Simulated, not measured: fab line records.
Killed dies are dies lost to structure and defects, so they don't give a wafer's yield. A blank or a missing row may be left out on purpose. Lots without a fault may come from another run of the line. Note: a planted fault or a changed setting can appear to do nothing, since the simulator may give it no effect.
Matching of chambers || flow n5-finfet || N5_HKMG_FIN_ETCH_58 on rie-diel-01: 4 sister chambers
The step etches SOC in N2/H2, target depth 215.8 nm, time 741 s. 16 wafers are shown with their chamber, then 8 later ones without.

== WAFERS PAIRED WITH THEIR CHAMBERS ==
{"wafer": "L077.3", "chamber": 1, "drypump-motor-current-A (A)": 5.9, "throttle-valve-pct (%)": 17.8, "showerhead-plenum-p-Torr (Torr)": 2.64}
{"wafer": "L077.4", "chamber": 0, "drypump-motor-current-A (A)": 6.0, "throttle-valve-pct (%)": 17.9, "showerhead-plenum-p-Torr (Torr)": 2.64}
{"wafer": "L077.5", "chamber": 3, "drypump-motor-current-A (A)": 5.7, "throttle-valve-pct (%)": 17.8, "showerhead-plenum-p-Torr (Torr)": 2.50}
{"wafer": "L079.1", "chamber": 1, "drypump-motor-current-A (A)": 5.9, "throttle-valve-pct (%)": 17.8, "showerhead-plenum-p-Torr (Torr)": 2.64}
{"wafer": "L079.3", "chamber": 2, "drypump-motor-current-A (A)": 5.6, "throttle-valve-pct (%)": 17.6, "showerhead-plenum-p-Torr (Torr)": 2.40}
{"wafer": "L079.4", "chamber": 1, "drypump-motor-current-A (A)": 5.9, "throttle-valve-pct (%)": 17.8, "showerhead-plenum-p-Torr (Torr)": 2.64}
{"wafer": "L086.1", "chamber": 0, "drypump-motor-current-A (A)": 6.0, "throttle-valve-pct (%)": 17.9, "showerhead-plenum-p-Torr (Torr)": 2.63}
{"wafer": "L086.2", "chamber": 2, "drypump-motor-current-A (A)": 5.5, "throttle-valve-pct (%)": 17.2, "showerhead-plenum-p-Torr (Torr)": 2.71}
{"wafer": "L086.6", "chamber": 1, "drypump-motor-current-A (A)": 5.9, "throttle-valve-pct (%)": 17.8, "showerhead-plenum-p-Torr (Torr)": 2.63}
{"wafer": "L088.1", "chamber": 1, "drypump-motor-current-A (A)": 5.9, "throttle-valve-pct (%)": 17.8, "showerhead-plenum-p-Torr (Torr)": 2.63}
{"wafer": "L088.2", "chamber": 3, "drypump-motor-current-A (A)": 5.7, "throttle-valve-pct (%)": 17.3, "showerhead-plenum-p-Torr (Torr)": 2.49}
{"wafer": "L088.5", "chamber": 2, "drypump-motor-current-A (A)": 5.6, "throttle-valve-pct (%)": 17.2, "showerhead-plenum-p-Torr (Torr)": 2.71}
{"wafer": "L089.3", "chamber": 0, "drypump-motor-current-A (A)": 6.0, "throttle-valve-pct (%)": 17.9, "showerhead-plenum-p-Torr (Torr)": 2.63}
{"wafer": "L089.5", "chamber": 3, "drypump-motor-current-A (A)": 5.8, "throttle-valve-pct (%)": 17.3, "showerhead-plenum-p-Torr (Torr)": 2.49}
{"wafer": "L089.6", "chamber": 2, "drypump-motor-current-A (A)": 5.6, "throttle-valve-pct (%)": 17.2, "showerhead-plenum-p-Torr (Torr)": 2.71}
{"wafer": "L092.1", "chamber": 3, "drypump-motor-current-A (A)": 5.8, "throttle-valve-pct (%)": 17.3, "showerhead-plenum-p-Torr (Torr)": 2.49}

SIGNATURES, as means of the wafers listed above
{"reading": "drypump-motor-current-A", "chamber 0": 6.000, "chamber 1": 5.900, "chamber 2": 5.575, "chamber 3": 5.750, "scatter within a chamber": 0.0382}
{"reading": "throttle-valve-pct", "chamber 0": 17.900, "chamber 1": 17.800, "chamber 2": 17.300, "chamber 3": 17.425, "scatter within a chamber": 0.16}
{"reading": "showerhead-plenum-p-Torr", "chamber 0": 2.6333, "chamber 1": 2.6360, "chamber 2": 2.6325, "chamber 3": 2.4925, "scatter within a chamber": 0.0776}
Rule: a wafer's distance from a chamber is the root of the sum, over the readings, of the square of ((its reading less the chamber's mean) divided by the reading's scatter). The wafer belongs to the nearest chamber; if the next one is less than 2 further off, it can't be placed. The scatter is the square root of a quotient: the sum, over the shown wafers, of each reading's squared deviation from its chamber's mean, divided by wafers minus chambers.

== WAFERS WITHOUT THEIR CHAMBER ==
{"wafer": "L092.4", "drypump-motor-current-A (A)": 6.0, "throttle-valve-pct (%)": 17.9, "showerhead-plenum-p-Torr (Torr)": 2.63}
{"wafer": "L092.6", "drypump-motor-current-A (A)": 5.8, "throttle-valve-pct (%)": 17.3, "showerhead-plenum-p-Torr (Torr)": 2.49}
{"wafer": "L095.1", "drypump-motor-current-A (A)": 5.9, "throttle-valve-pct (%)": 17.9, "showerhead-plenum-p-Torr (Torr)": 2.62}
{"wafer": "L095.5", "drypump-motor-current-A (A)": 5.9, "throttle-valve-pct (%)": 17.9, "showerhead-plenum-p-Torr (Torr)": 2.62}
{"wafer": "L095.6", "drypump-motor-current-A (A)": 5.6, "throttle-valve-pct (%)": 17.3, "showerhead-plenum-p-Torr (Torr)": 2.70}
{"wafer": "L097.3", "drypump-motor-current-A (A)": 5.9, "throttle-valve-pct (%)": 17.9, "showerhead-plenum-p-Torr (Torr)": 2.62}
{"wafer": "L097.4", "drypump-motor-current-A (A)": 5.7, "throttle-valve-pct (%)": 17.3, "showerhead-plenum-p-Torr (Torr)": 2.49}
{"wafer": "L097.6", "drypump-motor-current-A (A)": 5.6, "throttle-valve-pct (%)": 17.3, "showerhead-plenum-p-Torr (Torr)": 2.70}

== CHAMBER TAKEN BY EACH ==
{"wafer": "L092.4", "from the rows above": 0, "in truth": 0}
{"wafer": "L092.6", "from the rows above": 3, "in truth": 3}
{"wafer": "L095.1", "from the rows above": "can't be placed: 1 or 0", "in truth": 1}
{"wafer": "L095.5", "from the rows above": "can't be placed: 1 or 0", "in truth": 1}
{"wafer": "L095.6", "from the rows above": 2, "in truth": 2}
{"wafer": "L097.3", "from the rows above": "can't be placed: 1 or 0", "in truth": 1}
{"wafer": "L097.4", "from the rows above": 3, "in truth": 3}
{"wafer": "L097.6", "from the rows above": 2, "in truth": 2}
5 of 8 placed correctly. These rows do not allow placing 3 (true chamber among the candidates in 3). Wrongly placed: 0.
